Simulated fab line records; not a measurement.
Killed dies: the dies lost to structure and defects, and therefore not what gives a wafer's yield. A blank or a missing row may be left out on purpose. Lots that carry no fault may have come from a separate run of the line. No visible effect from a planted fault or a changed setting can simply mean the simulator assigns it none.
Chamber matching ; flow nand_harc ; 4 sister chambers for NHARC_A_BLC_CMP_25 on cmp-03
The step polishes, t overpolish 30 s, target thk 150 nm. 16 wafers are shown with their chamber, then 8 later ones without.

WAFERS WITH THEIR CHAMBER
wafer;chamber;time_to_endpoint_s (s);motor_current_A (A);overpolish_run_s (s)
L077.1;1;35.6;11.9;29.994
L077.2;3;32.3;11.2;29.990
L077.3;2;25.1;12.2;30.004
L076.2;2;30.4;11.6;29.995
L076.4;0;28.4;13.0;30.008
L076.5;2;29.0;12.6;29.989
L081.3;3;33.4;12.4;29.993
L081.4;2;29.8;11.5;29.995
L081.5;0;32.4;13.4;29.989
L083.3;2;26.0;12.1;29.992
L083.5;0;26.2;12.8;29.991
L083.6;3;27.8;12.4;29.998
L091.1;0;31.6;12.7;29.996
L091.3;1;37.5;12.3;30.001
L091.4;3;31.1;12.3;29.999
L092.1;3;30.4;11.4;30.009

SIGNATURES, as means of the wafers listed above
reading;chamber 0;chamber 1;chamber 2;chamber 3;scatter within a chamber
time_to_endpoint_s;29.650;36.550;28.060;31.000;2.36
motor_current_A;12.975;12.100;12.000;11.940;0.464
overpolish_run_s;29.99600;29.99750;29.99500;29.99780;0.00695
Rule: for a wafer and a chamber, the distance is found by dividing, reading by reading, the gap between the wafer's reading and the chamber's mean by the reading's scatter, squaring, summing and taking the root. If the next closest chamber is less than 2 further off than the closest, the wafer can't be placed; otherwise it belongs to the closest. How the scatter is found: for the shown wafers, subtract from each reading the mean of its chamber, square and add these, divide the total by (wafers less chambers), then take the root.

WAFERS MISSING THEIR CHAMBER
wafer;time_to_endpoint_s (s);motor_current_A (A);overpolish_run_s (s)
L092.4;28.6;12.2;30.002
L092.6;31.7;12.4;30.002
L093.2;31.3;11.5;29.985
L093.4;36.7;12.0;30.010
L093.6;33.0;12.6;30.013
L096.1;34.8;12.7;30.013
L096.3;31.4;11.6;30.005
L096.6;35.5;11.6;29.999

WHICH CHAMBER EACH ONE RAN IN
wafer;from the rows above;in truth
L092.4;can't be placed: 2 or 3 or 0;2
L092.6;can't be placed: 3 or 0 or 2 or 1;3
L093.2;can't be placed: 3 or 2 or 1 or 0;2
L093.4;can't be placed: 1 or 3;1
L093.6;can't be placed: 3 or 1 or 0 or 2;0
L096.1;can't be placed: 1 or 3 or 0 or 2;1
L096.3;can't be placed: 3 or 2 or 1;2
L096.6;can't be placed: 1 or 3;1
0 of 8 placed correctly. Can't be placed from these rows: 8 (the true chamber is among the candidates in 8). Number placed wrongly: 0.
